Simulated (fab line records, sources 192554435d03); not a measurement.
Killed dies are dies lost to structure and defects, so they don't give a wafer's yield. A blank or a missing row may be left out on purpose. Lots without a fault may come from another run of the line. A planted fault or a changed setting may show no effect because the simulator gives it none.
Which tool did it? | flow n5_finfet | 12 lots, 36 wafers sampled, at 5 steps of a route of 1938

WHAT THE GAUGES READ, wafer by wafer
N5_BEOL_M7_CD_MEAS_18: pitch 80 nm, target cd 40 nm.
lot  | measured     | on        | cd_nm (nm)
L075 | day 9 04:04  | cd_sem-01 | 39.8 39.3 39.3
L077 | day 9 16:17  | cd_sem-01 | 39.7 39.1 40.4
L079 | day 10 04:35 | cd_sem-02 | 39.7 39.5 40.6
L081 | day 10 18:10 | cd_sem-03 | 40.2 39.8 40.4
L083 | day 11 01:05 | cd_sem-01 | 39.6 40.5 39.4
L085 | day 11 20:09 | cd_sem-03 | 39.5 39.8 40.5
L087 | day 12 03:40 | cd_sem-01 | 40.0 40.0 39.8
L090 | day 12 22:04 | cd_sem-01 | 40.1 40.3 40.0
L093 | day 13 12:23 | cd_sem-02 | 40.2 40.3 39.1
L092 | day 13 19:10 | cd_sem-02 | 40.0 40.8 40.2
L095 | day 14 00:33 | cd_sem-02 | 39.3 40.7 40.3
L097 | day 15 06:23 | cd_sem-01 | 40.0 40.8 40.7

WHICH TOOL RAN EACH LOT (tool, then ch and the chambers of the sampled wafers, then the start)
lot  | N5_BEOL_M6_DEGAS_44          | N5_BEOL_M6_ANNEAL_51             | N5_BEOL_M7_PECVD_70             | N5_BEOL_M7_STRIP_67
L075 | pvd_sputter-03, day 8 19:51  | rtp_anneal-02 ch 0, day 9 00:25  | pecvd-03 ch 0,2, day 9 01:47    | rie_diel-03 ch 0,1,3, day 9 03:50
L077 | pvd_sputter-01, day 9 07:07  | rtp_anneal-02 ch 0, day 9 12:33  | pecvd-02 ch 0,1, day 9 14:08    | rie_diel-04 ch 2,3, day 9 16:04
L079 | pvd_sputter-01, day 9 19:36  | rtp_anneal-02 ch 0, day 10 01:22 | pecvd-01 ch 0,2, day 10 02:41   | rie_diel-04 ch 0,1,3, day 10 04:22
L081 | pvd_sputter-01, day 10 13:52 | rtp_anneal-02 ch 0, day 10 15:29 | pecvd-02 ch 0,1, day 10 16:52   | rie_diel-02 ch 0,1,3, day 10 17:57
L083 | pvd_sputter-03, day 10 20:10 | rtp_anneal-02 ch 0, day 10 21:13 | pecvd-03 ch 0,1,2, day 10 22:37 | rie_diel-03 ch 0,2,3, day 11 00:50
L085 | pvd_sputter-02, day 11 14:50 | rtp_anneal-02 ch 0, day 11 16:41 | pecvd-01 ch 0,1, day 11 18:05   | rie_diel-03 ch 1,3, day 11 19:48
L087 | pvd_sputter-03, day 11 19:22 | rtp_anneal-01 ch 0, day 12 00:50 | pecvd-01 ch 0,1,2, day 12 02:15 | rie_diel-04 ch 1,2,3, day 12 03:27
L090 | pvd_sputter-02, day 12 16:41 | rtp_anneal-01 ch 0, day 12 17:32 | pecvd-02 ch 0,1, day 12 18:58   | rie_diel-03 ch 1,2,3, day 12 21:41
L093 | pvd_sputter-03, day 13 07:38 | rtp_anneal-01 ch 0, day 13 08:40 | pecvd-03 ch 0,1,2, day 13 10:19 | rie_diel-04 ch 0,1, day 13 12:07
L092 | pvd_sputter-01, day 13 15:16 | rtp_anneal-01 ch 0, day 13 16:24 | pecvd-01 ch 0,1, day 13 17:50   | rie_diel-02 ch 0,1,3, day 13 18:56
L095 | pvd_sputter-01, day 13 18:46 | rtp_anneal-02 ch 0, day 13 20:46 | pecvd-01 ch 0,1,2, day 13 22:05 | rie_diel-02 ch 0,1,2, day 14 00:20
L097 | pvd_sputter-03, day 15 01:50 | rtp_anneal-01 ch 0, day 15 03:02 | pecvd-03 ch 0,1,2, day 15 04:28 | rie_diel-02 ch 1,3, day 15 06:04
- N5_BEOL_M6_DEGAS_44: time 60 s.
- N5_BEOL_M6_ANNEAL_51: time 90 s.
- N5_BEOL_M7_PECVD_70: deposits SiO2 from TEOS/O2, target thk 20 nm, time 22.7 s.
- N5_BEOL_M7_STRIP_67: strips in CF4.

THE ANSWER, worked out from the rows above alone
Rule: what is usual is taken from the lots themselves. Put in order of their means at a reading, lots are off if they are a third of the lots or fewer, leave a main group of 4 or more, and stand apart from it by a gap of 3 or more times the standard deviation of the main group's means; of several such gaps the widest counts. A main group whose means are all the same, to the digits that the tables above print for the reading, isn't used. A lot without any number at a reading at which 4 lots or more have one is off too. The other lots that the step has rows for count as sound.
No lot is off at any reading shown: from this, nothing can be told.

WHAT THE SIMULATOR HAD PUT IN
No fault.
